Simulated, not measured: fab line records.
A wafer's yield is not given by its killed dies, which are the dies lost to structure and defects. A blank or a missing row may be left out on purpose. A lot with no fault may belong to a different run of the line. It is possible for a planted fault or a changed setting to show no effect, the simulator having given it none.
Chamber matching + flow n5-finfet + 4 sister chambers for N5_BEOL_M4_STRIP_19 on rie-diel-06
The step strips in O2. 33 wafers are shown with their chamber, then 12 later ones without.

== WAFERS WITH THEIR CHAMBER ==
| wafer  | chamber | showerhead-plenum-p-Torr (Torr) | drypump-motor-current-A (A) | throttle-valve-pct (%) |
|--------|---------|---------------------------------|-----------------------------|------------------------|
| L077.4 | 0       | 2.09                            | 5.3                         | 16.85                  |
| L077.5 | 2       | 2.22                            | 5.3                         | 16.49                  |
| L077.6 | 3       | 2.17                            | 5.1                         | 16.57                  |
| L079.2 | 3       | 2.17                            | 5.1                         | 16.58                  |
| L079.3 | 0       | 2.09                            | 5.3                         | 16.86                  |
| L079.4 | 1       | 1.97                            | 6.2                         | 16.69                  |
| L078.2 | 2       | 2.22                            | 5.2                         | 16.50                  |
| L078.3 | 0       | 2.09                            | 5.3                         | 16.86                  |
| L078.6 | 2       | 2.22                            | 5.3                         | 16.49                  |
| L080.1 | 1       | 1.97                            | 6.1                         | 16.68                  |
| L080.2 | 3       | 2.17                            | 5.1                         | 16.58                  |
| L080.3 | 2       | 2.22                            | 5.2                         | 16.50                  |
| L080.4 | 0       | 2.09                            | 5.3                         | 16.85                  |
| L080.5 | 0       | 2.09                            | 5.3                         | 16.87                  |
| L080.6 | 1       | 1.97                            | 6.1                         | 16.69                  |
| L082.1 | 3       | 2.16                            | 5.1                         | 16.60                  |
| L082.2 | 1       | 1.97                            | 6.1                         | 16.68                  |
| L082.3 | 2       | 2.22                            | 5.3                         | 16.50                  |
| L082.4 | 0       | 2.09                            | 5.3                         | 16.86                  |
| L082.5 | 0       | 2.09                            | 5.3                         | 16.87                  |
| L082.6 | 1       | 1.97                            | 6.2                         | 16.69                  |
| L089.4 | 2       | 2.21                            | 5.3                         | 16.52                  |
| L089.5 | 1       | 1.97                            | 6.1                         | 16.73                  |
| L089.6 | 2       | 2.21                            | 5.3                         | 16.52                  |
| L088.1 | 0       | 2.09                            | 5.3                         | 16.89                  |
| L088.3 | 3       | 2.16                            | 5.1                         | 16.60                  |
| L088.4 | 1       | 1.97                            | 6.1                         | 16.74                  |
| L091.1 | 2       | 2.21                            | 5.3                         | 16.53                  |
| L091.3 | 1       | 1.97                            | 6.1                         | 16.74                  |
| L091.6 | 0       | 2.09                            | 5.3                         | 16.91                  |
| L090.1 | 3       | 2.16                            | 5.1                         | 16.61                  |
| L090.2 | 0       | 2.08                            | 5.3                         | 16.89                  |
| L090.3 | 2       | 2.21                            | 5.3                         | 16.53                  |

SIGNATURES, as means of the wafers listed above
| reading                  | chamber 0 | chamber 1 | chamber 2 | chamber 3 | scatter within a chamber |
|--------------------------|-----------|-----------|-----------|-----------|--------------------------|
| showerhead-plenum-p-Torr | 2.0890    | 1.9700    | 2.2156    | 2.1650    | 0.00399                  |
| drypump-motor-current-A  | 5.300     | 6.125     | 5.278     | 5.100     | 0.0325                   |
| throttle-valve-pct       | 16.8710   | 16.7050   | 16.5089   | 16.5900   | 0.0202                   |
Rule: distance of a wafer from a chamber = root of the sum over the readings of ((wafer's reading minus chamber's mean) / reading's scatter) squared. The wafer belongs to the nearest chamber; if the next one is less than 2 further off, it can't be placed. How the scatter is found: for the shown wafers, subtract from each reading the mean of its chamber, square and add these, divide the total by (wafers less chambers), then take the root.

== WAFERS WHOSE CHAMBER IS MISSING ==
| wafer  | showerhead-plenum-p-Torr (Torr) | drypump-motor-current-A (A) | throttle-valve-pct (%) |
|--------|---------------------------------|-----------------------------|------------------------|
| L093.1 | 1.97                            | 6.2                         | 16.76                  |
| L093.4 | 2.08                            | 5.3                         | 16.90                  |
| L093.6 | 2.21                            | 5.3                         | 16.53                  |
| L092.1 | 2.16                            | 5.1                         | 16.62                  |
| L092.4 | 1.97                            | 6.1                         | 16.74                  |
| L092.5 | 1.96                            | 6.1                         | 16.73                  |
| L094.2 | 2.08                            | 5.3                         | 16.95                  |
| L094.3 | 2.15                            | 5.1                         | 16.63                  |
| L094.6 | 2.20                            | 5.3                         | 16.54                  |
| L096.3 | 2.15                            | 5.1                         | 16.63                  |
| L096.4 | 2.20                            | 5.3                         | 16.56                  |
| L096.6 | 2.22                            | 6.2                         | 16.30                  |

== THE CHAMBER EACH PASSED THROUGH ==
| wafer  | from the rows above | in truth                   |
|--------|---------------------|----------------------------|
| L093.1 | 1                   | 1                          |
| L093.4 | 0                   | 0                          |
| L093.6 | 2                   | 2                          |
| L092.1 | 3                   | 3                          |
| L092.4 | 1                   | 1                          |
| L092.5 | 1                   | 1                          |
| L094.2 | 0                   | 0                          |
| L094.3 | 3                   | 3                          |
| L094.6 | 2                   | 2                          |
| L096.3 | 3                   | 3                          |
| L096.4 | 2                   | 2                          |
| L096.6 | 2                   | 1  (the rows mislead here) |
Correct placement for 11 of the 12. Number that these rows cannot place: 0. Number placed wrongly: 1.
